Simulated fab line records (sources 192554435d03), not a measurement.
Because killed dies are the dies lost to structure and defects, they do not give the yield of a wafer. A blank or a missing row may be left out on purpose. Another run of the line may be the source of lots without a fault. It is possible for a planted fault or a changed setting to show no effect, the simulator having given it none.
Split-lot study	flow n5_finfet	route with 1938 steps; 7 lots, 21 wafers read

## ON THE SPLIT
At N5_PASSIVATION_EXPOSE_27 (exposes mask PAD, defocus 0 nm), the setting dose_mj was moved away from the recipe's 32.3 on 11 of the 21 wafers read, by -5.7% to +6.8%. All remaining wafers had this setting at the recipe value.

## FROM THE SPLIT TO THE READING: what the file shows between them, 3 steps
- N5_PASSIVATION_PEB_28
- N5_PASSIVATION_DEVELOP_29: develop time 60 s
- N5_PASSIVATION_HARDBAKE_31: time 120 s

## THE READING
At N5_PASSIVATION_CD_MEAS_30: cd_nm in nanometres, against a target cd of 4000 nm. Fault-free wafers of this fab line usually give 4000.2 nm, standard deviation 1.6 nm.

wafer	tool, chamber at the split	dose_mj as run	against the recipe	cd_nm, nm	against lot-mates on the recipe
L076.1	krf_scanner-01, 0	30.88	-4.4%	3991.2	-6.1
L076.3	krf_scanner-01, 0	30.88	-4.4%	3992.1	-5.2
L076.6	krf_scanner-01, 0	32.3	recipe	3997.3	-
L078.2	krf_scanner-02, 0	32.3	recipe	4003.6	-
L078.3	krf_scanner-02, 0	32.3	recipe	4004.7	-
L078.6	krf_scanner-02, 0	32.3	recipe	4004.4	-
L080.1	krf_scanner-01, 0	30.45	-5.7%	3988.8	no lot-mate on the recipe
L080.5	krf_scanner-01, 0	30.45	-5.7%	3987.5	no lot-mate on the recipe
L080.6	krf_scanner-01, 0	30.45	-5.7%	3987.2	no lot-mate on the recipe
L085.1	krf_scanner-02, 0	32.3	recipe	3999.6	-
L085.2	krf_scanner-02, 0	33.07	+2.4%	4003.7	+4.1
L085.4	krf_scanner-02, 0	33.07	+2.4%	4005.3	+5.7
L086.1	krf_scanner-01, 0	30.8	-4.6%	3993.0	-5.8
L086.4	krf_scanner-01, 0	32.3	recipe	3998.6	-
L086.6	krf_scanner-01, 0	32.3	recipe	3999.1	-
L093.2	krf_scanner-01, 0	34.16	+5.8%	4008.0	+7.1
L093.5	krf_scanner-01, 0	34.16	+5.8%	4009.1	+8.2
L093.6	krf_scanner-01, 0	32.3	recipe	4000.9	-
L094.1	krf_scanner-02, 0	32.3	recipe	4000.0	-
L094.4	krf_scanner-02, 0	34.5	+6.8%	4013.6	+13.7
L094.6	krf_scanner-02, 0	32.3	recipe	3999.9	-

FIT RESULTS
A straight line over all 21 wafers: cd_nm changes by +1.87 nm for each +1% of dose_mj; r = +0.96; the points scatter about the line by 2.2 nm.
The same after taking each lot's own level away (the mean of its wafers on the recipe; 18 wafers): +1.51 nm for each +1%; r = +0.98; scatter 1.1 nm.
Per that fit: largest dose_mj move, reading shift of 10 nm.
The span of the lots' own levels, 3997.30 to 4004.23 nm, comes to 4.3 times the standard deviation stated above.
So the slope is not independent of the lot-to-lot level: the two fits are not the same.
Check: for one of the wafers moved furthest among these (+6.8%), held out of the fit, the line's prediction against its lot-mates is +9.51 nm. Against them it came out at +13.7 nm.

## THESE WAFERS: OTHER SPLITS
Before the reading, these wafers also passed through other splits. Each is held against what the fit with the lots' levels taken away leaves over:
other split on the same wafers	wafers away from the commonest value	r with cd_nm (lot level and that fit taken away)
N5_BEOL_M14_SPUTTER_43 time_s	6	-0.13
N5_MIM_TOP_LITHO_DEVELOP_07 develop_time_s	9	-0.20

## THE FILE'S OWN FIT
cd_nm changes by +1.6 nm for each +1% of dose_mj, r = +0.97.
